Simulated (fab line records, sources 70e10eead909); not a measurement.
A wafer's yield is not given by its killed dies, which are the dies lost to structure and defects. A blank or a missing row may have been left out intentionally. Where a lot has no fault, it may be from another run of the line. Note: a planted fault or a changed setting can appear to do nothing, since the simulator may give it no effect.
What tool caused it? :: flow nand-harc :: 39 wafers from 13 lots sampled at 5 of the route's 1302 steps

## WHAT THE GAUGES SHOWED, per wafer
NHARC_THIN_TSV_CD_MEAS_37. Usual: cd-nm 4999.4 nm, standard deviation 2.7.
lot: L432
measured: day 24 10:52
on: cd-sem-02
cd-nm (nm): 5001.0 4997.2 4996.4
flag: 

lot: L431
measured: day 24 09:25
on: cd-sem-03
cd-nm (nm): 5004.0 5003.6 4997.5
flag: 

lot: L435
measured: day 25 04:16
on: cd-sem-01
cd-nm (nm): 5006.9 5001.3 5004.7
flag: 

lot: L434
measured: day 25 18:01
on: cd-sem-03
cd-nm (nm): 4996.7 4997.3 5000.9
flag: 

lot: L436
measured: day 26 14:01
on: cd-sem-01
cd-nm (nm): 4996.7 4999.4 4998.1
flag: 

lot: L438
measured: day 27 12:06
on: cd-sem-02
cd-nm (nm): 4999.6 4999.0 4995.8
flag: 

lot: L437
measured: day 27 13:28
on: cd-sem-02
cd-nm (nm): 4998.9 5000.3 4998.3
flag: 

lot: L439
measured: day 27 22:45
on: cd-sem-02
cd-nm (nm): 4997.6 5001.8 5004.4
flag: 

lot: L441
measured: day 28 14:23
on: cd-sem-01
cd-nm (nm): 5000.6 5004.6 5006.2
flag: 

lot: L443
measured: day 28 23:31
on: cd-sem-01
cd-nm (nm): 5003.4 5003.2 5001.1
flag: 

lot: L444
measured: day 29 12:55
on: cd-sem-01
cd-nm (nm): 4998.0 4998.0 5000.3
flag: 

lot: L446
measured: day 30 00:29
on: cd-sem-03
cd-nm (nm): 4994.0 4996.6 4997.8
flag: 

lot: L447
measured: day 30 07:20
on: cd-sem-03
cd-nm (nm): 5001.2
flag: 

NHARC_THIN_TSV_INSPECT_40. Usual: raw-defect-count 527, standard deviation 83.
lot: L432
measured: day 24 14:49
on: defect-inspect-02
raw-defect-count: 487 458 606
flag: 

lot: L431
measured: day 24 14:49
on: defect-inspect-01
raw-defect-count: 504 642 570
flag: 

lot: L435
measured: day 25 12:09
on: defect-inspect-02
raw-defect-count: 612 849 553
flag: 

lot: L434
measured: day 25 22:42
on: defect-inspect-01
raw-defect-count: 560 595 631
flag: 

lot: L436
measured: day 26 19:10
on: defect-inspect-01
raw-defect-count: 505 479 510
flag: 

lot: L438
measured: day 27 16:43
on: defect-inspect-01
raw-defect-count: 484 461 489
flag: 

lot: L437
measured: day 27 16:43
on: defect-inspect-02
raw-defect-count: 486 514 482
flag: 

lot: L439
measured: day 28 03:49
on: defect-inspect-02
raw-defect-count: 477 397 468
flag: 

lot: L441
measured: day 28 18:53
on: defect-inspect-01
raw-defect-count: 564 501 500
flag: 

lot: L443
measured: day 29 02:48
on: defect-inspect-01
raw-defect-count: 547 566 443
flag: 

lot: L444
measured: day 29 17:31
on: defect-inspect-02
raw-defect-count: 463 475 562
flag: 

lot: L446
measured: day 30 07:25
on: defect-inspect-01
raw-defect-count: 490 512 486
flag: 

lot: L447
measured: day 30 12:02
on: defect-inspect-01
raw-defect-count: 566
flag: 

NHARC_END_SORT_01. Usual: defect-limited-yield 90.9 %, standard deviation 2.6; killed-at-array 57, standard deviation 18; killed-at-other 0.9, standard deviation 1.3; killed-at-periphery 3.5, standard deviation 2.2; killed-dies 62, standard deviation 18; killed-open 3.0, standard deviation 1.7; killed-short 2.3, standard deviation 1.5.
lot: L446
measured: day 30 11:17
on: prober-02
defect-limited-yield (%): 89.5 87.4 90.5
killed-at-array: 64 82 55
killed-at-other: 1 0 2
killed-at-periphery: 6 3 7
killed-dies: 71 85 64
killed-open: 5 5 4
killed-short: 4 3 3
flag: 

lot: L447
measured: day 30 18:09
on: prober-01
defect-limited-yield (%): 92.5 0 0
killed-at-array: 46 671 670
killed-at-other: 1 0 1
killed-at-periphery: 4 6 6
killed-dies: 51 677 677
killed-open: 3 6 4
killed-short: 0 1 5
flag: OFF

## EACH LOT AND THE TOOL THAT RAN IT (in order: tool; ch and the chambers of the sampled wafers; start)
lot: L432
NHARC_A_BONDPAD_PVD_27: pvd-sputter-01, day 23 12:37
NHARC_THIN_TSV_ETCH_15: rie-si-03 ch 1,2,3, day 24 04:18

lot: L431
NHARC_A_BONDPAD_PVD_27: pvd-sputter-02, day 23 13:35
NHARC_THIN_TSV_ETCH_15: rie-si-05 ch 0,3, day 24 02:52

lot: L435
NHARC_A_BONDPAD_PVD_27: pvd-sputter-01, day 24 05:35
NHARC_THIN_TSV_ETCH_15: rie-si-05 ch 0,1, day 24 21:45

lot: L434
NHARC_A_BONDPAD_PVD_27: pvd-sputter-02, day 24 21:10
NHARC_THIN_TSV_ETCH_15: rie-si-02 ch 0,1,2, day 25 11:35

lot: L436
NHARC_A_BONDPAD_PVD_27: pvd-sputter-02, day 25 16:14
NHARC_THIN_TSV_ETCH_15: rie-si-05 ch 0,1, day 26 07:28

lot: L438
NHARC_A_BONDPAD_PVD_27: pvd-sputter-02, day 26 14:26
NHARC_THIN_TSV_ETCH_15: rie-si-03 ch 2,3, day 27 05:21

lot: L437
NHARC_A_BONDPAD_PVD_27: pvd-sputter-02, day 26 17:42
NHARC_THIN_TSV_ETCH_15: rie-si-05 ch 1,3, day 27 06:14

lot: L439
NHARC_A_BONDPAD_PVD_27: pvd-sputter-03, day 27 01:43
NHARC_THIN_TSV_ETCH_15: rie-si-03 ch 0,1,2, day 27 16:14

lot: L441
NHARC_A_BONDPAD_PVD_27: pvd-sputter-03, day 27 17:26
NHARC_THIN_TSV_ETCH_15: rie-si-03 ch 0,1, day 28 07:49

lot: L443
NHARC_A_BONDPAD_PVD_27: pvd-sputter-02, day 28 03:38
NHARC_THIN_TSV_ETCH_15: rie-si-02 ch 0,1, day 28 17:00

lot: L444
NHARC_A_BONDPAD_PVD_27: pvd-sputter-02, day 28 14:17
NHARC_THIN_TSV_ETCH_15: rie-si-05 ch 1,2,3, day 29 06:28

lot: L446
NHARC_A_BONDPAD_PVD_27: pvd-sputter-01, day 29 03:26
NHARC_THIN_TSV_ETCH_15: rie-si-05 ch 0,2, day 29 17:54

lot: L447
NHARC_A_BONDPAD_PVD_27: pvd-sputter-02, day 29 09:52
NHARC_THIN_TSV_ETCH_15: rie-si-02 ch 0, day 30 00:25
- NHARC_A_BONDPAD_PVD_27: deposits Cu, target thk 30 nm, time 20.49 s.
- NHARC_THIN_TSV_ETCH_15: target depth 3000 nm, bosch target overetch cycles 2, bosch etch step 2.8 s.

## WHAT THE TOOLS THEMSELVES READ (means of the sampled wafers that have a number; where no wafer has one, the mark that the record gives instead)
NHARC_A_BONDPAD_PVD_27. Usual: throttle-valve-pct 30.0 %, standard deviation 1.3.
lot: L432
tool: pvd-sputter-01
throttle-valve-pct (%): 30.3
flag: 

lot: L431
tool: pvd-sputter-02
throttle-valve-pct (%): 30.8
flag: 

lot: L435
tool: pvd-sputter-01
throttle-valve-pct (%): 30.4
flag: 

lot: L434
tool: pvd-sputter-02
throttle-valve-pct (%): 29.7
flag: 

lot: L436
tool: pvd-sputter-02
throttle-valve-pct (%): 29.8
flag: 

lot: L438
tool: pvd-sputter-02
throttle-valve-pct (%): 30.4
flag: 

lot: L437
tool: pvd-sputter-02
throttle-valve-pct (%): 30.9
flag: 

lot: L439
tool: pvd-sputter-03
throttle-valve-pct (%): 28.6
flag: 

lot: L441
tool: pvd-sputter-03
throttle-valve-pct (%): 30.5
flag: 

lot: L443
tool: pvd-sputter-02
throttle-valve-pct (%): 28.9
flag: 

lot: L444
tool: pvd-sputter-02
throttle-valve-pct (%): 29.5
flag: 

lot: L446
tool: pvd-sputter-01
throttle-valve-pct (%): 29.7
flag: 

lot: L447
tool: pvd-sputter-02
throttle-valve-pct (%): 29.1
flag: 

NHARC_THIN_TSV_ETCH_15. Usual: drypump-motor-current-A 5.9 A, standard deviation 0.45.
lot: L432
tool: rie-si-03
drypump-motor-current-A (A): 6.0
flag: 

lot: L431
tool: rie-si-05
drypump-motor-current-A (A): 6.4
flag: 

lot: L435
tool: rie-si-05
drypump-motor-current-A (A): 5.6
flag: 

lot: L434
tool: rie-si-02
drypump-motor-current-A (A): 5.8
flag: 

lot: L436
tool: rie-si-05
drypump-motor-current-A (A): 5.6
flag: 

lot: L438
tool: rie-si-03
drypump-motor-current-A (A): 5.6
flag: 

lot: L437
tool: rie-si-05
drypump-motor-current-A (A): 6.1
flag: 

lot: L439
tool: rie-si-03
drypump-motor-current-A (A): 6.0
flag: 

lot: L441
tool: rie-si-03
drypump-motor-current-A (A): 6.3
flag: 

lot: L443
tool: rie-si-02
drypump-motor-current-A (A): 5.5
flag: 

lot: L444
tool: rie-si-05
drypump-motor-current-A (A): 5.9
flag: 

lot: L446
tool: rie-si-05
drypump-motor-current-A (A): 6.0
flag: 

lot: L447
tool: rie-si-02
drypump-motor-current-A (A): 5.6
flag: 

## THE ANSWER, worked out from the rows above alone
Rule: lot off if the mean of its wafers having a number is beyond 3 standard deviations from the usual mean. A lot without any number at a reading at which 4 lots or more have one is off too. Any other lot the step has rows for is counted as sound. The gauges are gone through in route order, then the tools' own readings, and for those a lot's mean is taken as printed above. The first step at which some lot is off is used, and at that step the reading that is off furthest; a lot without a number counts as furthest.
Off: L447 (NHARC_END_SORT_01, defect-limited-yield). Neither off nor sound, because the step has no rows for them: L432, L431, L435, L434, L436, L438, L437, L439, L441, L443, L444.
If a tool, at a process step before that reading, ran all the lots that are off and no sound lot after the first of them, it fits. The gauges at NHARC_END_SORT_01 are tried like those tools. Can't be told from this: 3 tools fit, pvd-sputter-02 at NHARC_A_BONDPAD_PVD_27, rie-si-02 at NHARC_THIN_TSV_ETCH_15, prober-01 at NHARC_END_SORT_01.

## WHAT THE SIMULATOR HAD INSERTED
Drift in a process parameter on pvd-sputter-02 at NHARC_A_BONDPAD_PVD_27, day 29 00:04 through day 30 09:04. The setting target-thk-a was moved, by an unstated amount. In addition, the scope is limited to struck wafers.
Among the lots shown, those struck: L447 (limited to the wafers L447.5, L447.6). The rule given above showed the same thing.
